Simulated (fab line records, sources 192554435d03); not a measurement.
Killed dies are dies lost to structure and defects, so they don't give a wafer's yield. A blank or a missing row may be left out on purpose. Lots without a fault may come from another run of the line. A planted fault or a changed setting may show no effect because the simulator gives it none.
Split-lot experiment | flow n5_finfet | 7 lots, 21 wafers read, on a route of 1938 steps

THE SPLIT
At N5_BEOL_M4_COAT_61 (time 60 s, resist thk 60 nm), the setting spin_rpm was moved away from the recipe's 1500 rpm on 4 of the 21 wafers read, by -9.2% to +4.6%. The other wafers ran this setting at the recipe's value.

FROM THE SPLIT TO THE READING: what the file shows between them, 7 steps
- N5_BEOL_M4_EXPOSE_08: exposes mask M4 (also split here: dose_mj)
- N5_BEOL_M4_PEB_09: peb time 60 s
- N5_BEOL_M4_DEVELOP_10: develop time 30 s
- N5_BEOL_M4_CD_MEAS_11: target cd 16.79 nm
- N5_BEOL_M4_DESCUM_16: chemistry O2, time 7 s
- N5_BEOL_M4_ETCH_74: etches underlayer in N2/H2, target depth 6.5 nm, time 5.2 s
- N5_BEOL_M4_ETCH_63: etches SiARC in CF4, target depth 15.6 nm, time 26 s

THE READING
etch.depth_nm (the simulator's own value, which no gauge read), in nm, at N5_BEOL_M4_ETCH_64 (etches SOC in N2/H2, target depth 75 nm, overetch 22.5 nm, time 121.9 s). The file gives no usual value for it. The 17 wafers here that ran the recipe average 60.05 nm, standard deviation 0.19 nm.

wafer  | tool, chamber at the split | spin_rpm as run, rpm | against the recipe | etch.depth_nm, nm | against lot-mates on the recipe
L076.4 | litho_track-04, 0          | 1500                 | recipe             | 60.01             | -
L076.5 | litho_track-04, 0          | 1500                 | recipe             | 60.22             | -
L076.6 | litho_track-04, 0          | 1500                 | recipe             | 60.09             | -
L079.2 | litho_track-05, 0          | 1569                 | +4.6%              | 58.27             | -1.38
L079.3 | litho_track-05, 0          | 1500                 | recipe             | 59.65             | -
L079.4 | litho_track-05, 0          | 1569                 | +4.6%              | 58.25             | -1.40
L080.1 | litho_track-05, 0          | 1500                 | recipe             | 60.05             | -
L080.3 | litho_track-05, 0          | 1500                 | recipe             | 59.85             | -
L080.6 | litho_track-05, 0          | 1500                 | recipe             | 59.98             | -
L084.1 | litho_track-05, 0          | 1500                 | recipe             | 60.31             | -
L084.2 | litho_track-05, 0          | 1500                 | recipe             | 60.23             | -
L084.4 | litho_track-05, 0          | 1500                 | recipe             | 60.36             | -
L088.3 | litho_track-04, 0          | 1500                 | recipe             | 59.98             | -
L088.4 | litho_track-04, 0          | 1362                 | -9.2%              | 63.23             | +3.25
L088.5 | litho_track-04, 0          | 1362                 | -9.2%              | 63.22             | +3.24
L087.2 | litho_track-03, 0          | 1500                 | recipe             | 60.35             | -
L087.3 | litho_track-03, 0          | 1500                 | recipe             | 60.07             | -
L087.4 | litho_track-03, 0          | 1500                 | recipe             | 59.98             | -
L092.1 | litho_track-04, 0          | 1500                 | recipe             | 59.88             | -
L092.2 | litho_track-04, 0          | 1500                 | recipe             | 59.91             | -
L092.3 | litho_track-04, 0          | 1500                 | recipe             | 59.89             | -

THE FIT
A straight line over all 21 wafers: etch.depth_nm changes by -0.355 nm for each +1% of spin_rpm; r = -0.99; the points scatter about the line by 0.19 nm.
The same after taking each lot's own level away (the mean of its wafers on the recipe; 21 wafers): -0.341 nm for each +1%; r = -1.00; scatter 0.1 nm.
On that fit, the largest move of spin_rpm shifts the reading by 3.1 nm.
The lots' own levels span 59.650 to 60.300 nm, that is 3.4 times the standard deviation above.
So the lot-to-lot level changes the slope little: the two slopes agree.
Check: with one of the wafers moved furthest among these (-9.2%) left out of the fit, the line predicts +3.11 nm for it against its lot-mates. It came out at +3.25 nm against them.

OTHER SPLITS ON THESE WAFERS
These wafers also went through other splits before the reading. Each is held against what the fit with the lots' levels taken away leaves over:
other split on the same wafers    | wafers away from the commonest value | r with etch.depth_nm (lot level and that fit taken away)
N5_BEOL_M1_ILD_DEP_00 time_s      | 6                                    | +0.16
N5_BEOL_M1_HM_DEP_02 target_thk_a | 6                                    | +0.01
N5_BEOL_M3_COAT_67 spin_rpm       | 9                                    | +0.04
N5_BEOL_M3_COAT_68 spin_rpm       | 7                                    | +0.45
N5_BEOL_M4_EXPOSE_08 dose_mj      | 10                                   | +0.14

THE WHOLE CHAIN: every reading that the file lists as answering this split, in the file's order
step               | what it does                                                            | reading                                                                        | change (the file's fit)               | r (the file's)
N5_BEOL_M4_COAT_61 | time 60 s, resist thk 60 nm                                             | SOC_of_BEOL_M4_COAT_61.thk_nm (the simulator's own value, which no gauge read) | -0.339 nm for each +1% of the setting | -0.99
N5_BEOL_M4_ETCH_64 | etches SOC in N2/H2, target depth 75 nm, overetch 22.5 nm, time 121.9 s | etch.depth_nm (the simulator's own value, which no gauge read)                 | -0.343 nm for each +1% of the setting | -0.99

THE FILE'S OWN FIT
etch.depth_nm changes by -0.343 nm for each +1% of spin_rpm, r = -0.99.
